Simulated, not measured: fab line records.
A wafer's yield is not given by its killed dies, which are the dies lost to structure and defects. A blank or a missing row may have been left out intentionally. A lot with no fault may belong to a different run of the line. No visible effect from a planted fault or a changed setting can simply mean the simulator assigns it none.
Split-lot experiment | flow n5_finfet | on a route of 1938 steps: 7 lots, 21 wafers read

## THE SPLIT
At N5_BEOL_M2_ILD_DEP_00 (deposits SiOC from DEMS/O2, target thk 79 nm, time 15.3 s), the setting time_s was moved away from the recipe's 15.3 s on 4 of the 21 wafers read, by -5.0% to +10.5%. For the rest of the wafers, this setting stayed at what the recipe calls for.

Split to reading: the file shows no intervening step.

## THE READING
M2_ILD_THK at N5_BEOL_M2_THK_MEAS_01, in nm. Fault-free wafers of this fab line usually give 78.9 nm, standard deviation 1.1 nm.

wafer  | tool, chamber at the split | time_s as run, s | against the recipe | M2_ILD_THK, nm | against lot-mates on the recipe
L077.4 | pecvd-02, 0                | 15.3             | recipe             | 78.9           | -
L077.5 | pecvd-02, 1                | 15.3             | recipe             | 80.8           | -
L077.6 | pecvd-02, 2                | 15.3             | recipe             | 80.4           | -
L081.1 | pecvd-04, 2                | 16.7             | +9.2%              | 85.7           | +6.7
L081.5 | pecvd-04, 0                | 15.3             | recipe             | 79.1           | -
L081.6 | pecvd-04, 1                | 15.3             | recipe             | 78.9           | -
L083.3 | pecvd-01, 0                | 15.3             | recipe             | 77.5           | -
L083.4 | pecvd-01, 2                | 15.3             | recipe             | 80.8           | -
L083.6 | pecvd-01, 1                | 15.3             | recipe             | 79.5           | -
L084.4 | pecvd-02, 2                | 15.3             | recipe             | 79.4           | -
L084.5 | pecvd-02, 0,1              | 15.3             | recipe             | 80.2           | -
L084.6 | pecvd-02, 0,1              | 15.3             | recipe             | 80.3           | -
L088.2 | pecvd-04, 0                | 15.3             | recipe             | 79.2           | -
L088.5 | pecvd-04, 2                | 16.62            | +8.6%              | 87.2           | +7.5
L088.6 | pecvd-04, 0                | 15.3             | recipe             | 80.3           | -
L093.2 | pecvd-04, 0                | 15.3             | recipe             | 79.3           | -
L093.3 | pecvd-04, 1                | 14.53            | -5.0%              | 74.0           | -5.0
L093.5 | pecvd-04, 0                | 15.3             | recipe             | 78.8           | -
L097.2 | pecvd-01, 2,1              | 15.3             | recipe             | 76.8           | -
L097.4 | pecvd-01, 2                | 16.9             | +10.5%             | 86.1           | +9.2
L097.5 | pecvd-01, 2,1              | 15.3             | recipe             | 77.1           | -
Rows listing several chambers each stand for several wafers; the file does not say which wafer went through which chamber.

FIT RESULTS
A straight line over all 21 wafers: M2_ILD_THK changes by +0.778 nm for each +1% of time_s; r = +0.92; the points scatter about the line by 1.2 nm.
The same after taking each lot's own level away (the mean of its wafers on the recipe; 21 wafers): +0.848 nm for each +1%; r = +0.97; scatter 0.75 nm.
Per that fit: largest time_s move, reading shift of 8.9 nm.
Across the lots, their own levels run from 76.95 to 80.03 nm, a range of 2.8 times the standard deviation given above.
Consequently the slope shifts little with the lot-to-lot level, the two slopes agreeing.
Check: with one of the wafers moved furthest among these (+10.5%) left out of the fit, the line predicts +8.59 nm for it against its lot-mates. Against them it came out at +9.15 nm.

## THESE WAFERS: OTHER SPLITS
These wafers also went through other splits before the reading. Each is held against what the fit with the lots' levels taken away leaves over:
other split on the same wafers              | wafers away from the commonest value | r with M2_ILD_THK (lot level and that fit taken away)
N5_BEOL_M0_SAQP_ETCH_107 bias_w             | 6                                    | +0.03
N5_BEOL_M0_SAQP_SPACER2_ALD_26 target_thk_a | 12                                   | +0.08
N5_BEOL_M0_ETCH_128 source_w                | 10                                   | +0.16
N5_BEOL_M1_COAT_61 spin_rpm                 | 9                                    | +0.12

## THE WHOLE CHAIN: every reading that the file lists as answering this split, in the file's order
step                   | what it does                                              | reading                                                                            | change (the file's fit)               | r (the file's)
N5_BEOL_M2_ILD_DEP_00  | deposits SiOC from DEMS/O2, target thk 79 nm, time 15.3 s | SiOC_of_BEOL_M2_ILD_DEP_00.thk_nm (the simulator's own value, which no gauge read) | +0.832 nm for each +1% of the setting | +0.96
N5_BEOL_M2_THK_MEAS_01 |                                                           | M2_ILD_THK                                                                         | +0.837 for each +1% of the setting    | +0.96

## THE FILE'S OWN FIT
M2_ILD_THK changes by +0.837 nm for each +1% of time_s, r = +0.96.
